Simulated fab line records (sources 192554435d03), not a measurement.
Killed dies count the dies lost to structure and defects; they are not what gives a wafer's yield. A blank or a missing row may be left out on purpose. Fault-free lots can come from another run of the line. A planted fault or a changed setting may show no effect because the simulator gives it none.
Struck lot and sound lot, side by side ; flow n5Finfet ; 26 steps out of a route of 1938
Sound: the wafers L790.1, L790.2, L790.4. Wafers struck: L794.1, L794.2, L794.6. The cause is named last.
For every step that has rows: the tool of each side, followed by ch and its chambers, followed by its first start. Under that, the readings that differ: sound wafers ; struck wafers ; difference of the means ; sigmas: that difference in standard deviations of wafers without a fault.
alike: same words and numbers on both sides, and readings whose means sit less than 2 such deviations apart. not compared: any withheld reading, any reading some wafer has no value for, any bound like >300 that may hide the same value, and any number with overlapping values for which the record gives no deviation.
A row with sigmas, a row that says differs or no value, or rows on one side alone: a step with any of these is where the two part. When numbers do not overlap yet have no deviation, they are printed without sigmas and do not part them. A reading that every wafer of one side lacks parts them only if that side has two wafers or more.

N5_BEOL_M13_OVL_MEAS_11:
  sound on overlay-02 ch 0, day 13 02:26; struck on overlay-02 ch 0, day 14 11:59
  alike: V12_OVL
N5_BEOL_M13_INSPECT_12: inspects for defects (macro).
  sound: defectInspect-02 at day 13 02:28; struck: defectInspect-01 at day 14 12:00
  alike: rawDefectCount
N5_BEOL_M13_DESCUM_15: chemistry O2, time 7.9 s.
  sound on rieDiel-06 ch 1,2, day 13 02:32; struck on rieDiel-03 ch 0,1,2, day 14 12:02
  alike: drypumpMotorCurrentA, oesProductAu, rfVppV, showerheadPlenumPTorr, throttleValvePct
  not compared: rfHoursCounterH
N5_BEOL_M13_ETCH_59: etches BARC in N2/H2, target depth 89 nm, overetch 26.7 nm, time 67.9 s.
  sound on rieDiel-06 ch 1,2, day 13 02:34; struck on rieDiel-03 ch 0,1,2, day 14 12:04
  alike: drypumpMotorCurrentA, n2FlowSccm, oesProductAu, rfVppV, showerheadPlenumPTorr, throttleValvePct
  not compared: rfHoursCounterH
N5_BEOL_M13_VIA_ETCH_16: etches SiOC in C4F8/O2/Ar, target depth 921.7 nm.
  sound on rieDiel-06 ch 1,2, day 13 02:37; struck on rieDiel-03 ch 0,1,2, day 14 12:07
  alike: drypumpMotorCurrentA, oesProductAu, rfVppV, showerheadPlenumPTorr, throttleValvePct
then, 1 step without rows for these wafers: N5_BEOL_M13_STRIP_63 (strips in N2/H2).
N5_BEOL_M13_STRIP_64: strips in N2/H2.
  sound on plasmaAsher-01 ch 0,1, day 13 02:55; struck on plasmaAsher-02 ch 0,1, day 14 12:25
  alike: drypumpMotorCurrentA, heaterPowerW, n2FlowSccm, oesProductAu, stripTimeToEndpointS
  not compared: rfHoursCounterH
then, 2 steps without rows for these wafers: N5_BEOL_M13_STRIP_71 (strips in post etch residue remover, time 60 s); N5_BEOL_M13_SRD_72 (time 30 s, dry time 30 s).
N5_BEOL_M13_CD_MEAS_17 targets a cd of 190 nm.
  sound: cdSem-03 at day 13 03:04; struck: cdSem-02 at day 14 12:34
  alike: cdNm
then, 2 steps without rows for these wafers: N5_BEOL_M13_COAT_65 (time 60 s, resist thk 350 nm); N5_BEOL_M13_COAT_66 (time 60 s, resist thk 110 nm).
N5_BEOL_M13_COAT_22: resist thk 300 nm.
  sound on lithoTrack-05 ch 0, day 13 03:06; struck on lithoTrack-04 ch 0, day 14 12:37
reading;sound;struck;difference;sigmas
spinSpeedRpm (rpm);2887.6 2888.0 2889.3;3123.9 3123.4 3124.0;+235.5;+99 or more
model.coat_of_BEOL_M13_COAT_22.thkNm (nm);298.8 299.4 299.4;287.4 287 287;-12.1;
  alike: exhaustPa
then, 6 steps without rows for these wafers: N5_BEOL_M13_EBR_24; N5_BEOL_M13_SOFTBAKE_23 (time 60 s); N5_BEOL_M13_EXPOSE_25 (exposes mask M13, target cd 210 nm); N5_BEOL_M13_PEB_26 (peb time 90 s); N5_BEOL_M13_DEVELOP_27 (develop time 45 s); N5_BEOL_M13_HARDBAKE_32 (time 120 s).
N5_BEOL_M13_CD_MEAS_28 targets a cd of 209.5 nm.
  sound on cdSem-03 ch 0, day 13 03:23; struck on cdSem-03 ch 0, day 14 13:01
  alike: cdNm
N5_BEOL_M13_OVL_MEAS_29:
  sound on overlay-02 ch 0, day 13 03:25; struck on overlay-01 ch 0, day 14 13:03
  alike: M13_OVL
N5_BEOL_M13_INSPECT_30: inspects for defects (macro).
  sound: defectInspect-02 at day 13 03:26; struck: defectInspect-01 at day 14 13:04
  alike: rawDefectCount
N5_BEOL_M13_DESCUM_33: chemistry O2, time 7.9 s.
  sound on rieDiel-03 ch 1,2,3, day 13 03:29; struck on rieDiel-06 ch 0,2,3, day 14 13:07
  alike: drypumpMotorCurrentA, oesProductAu, rfVppV, showerheadPlenumPTorr, throttleValvePct
  not compared: rfHoursCounterH
N5_BEOL_M13_ETCH_67: etches SiARC in CF4, target depth 143 nm, time 238.3 s.
  sound on rieDiel-03 ch 1,2,3, day 13 03:31; struck on rieDiel-06 ch 0,2,3, day 14 13:10
reading;sound;struck;difference;sigmas
model.coat_of_BEOL_M13_COAT_22.thkNm (nm);210.2 211 211;198.6 198.4 198.4;-12.3;
  alike: drypumpMotorCurrentA, etchRfOnTimeS, oesProductAu, rfVppV, showerheadPlenumPTorr, throttleValvePct
  not compared: rfHoursCounterH
then, 1 step without rows for these wafers: N5_BEOL_M13_ETCH_68 (etches SOC in N2/H2, time 355 s).
N5_PASSIVATION_PROBE_49:
  the record has rows for the sound wafers here (prober-01, day 14 10:23) and none for the struck ones

WHERE THEY PART
At N5_BEOL_M13_COAT_22 first; at N5_PASSIVATION_PROBE_49 last (within this record only).

WHY: what had been put in by the simulator
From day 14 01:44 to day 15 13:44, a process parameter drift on lithoTrack-04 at N5_BEOL_M13_COAT_22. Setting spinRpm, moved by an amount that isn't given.
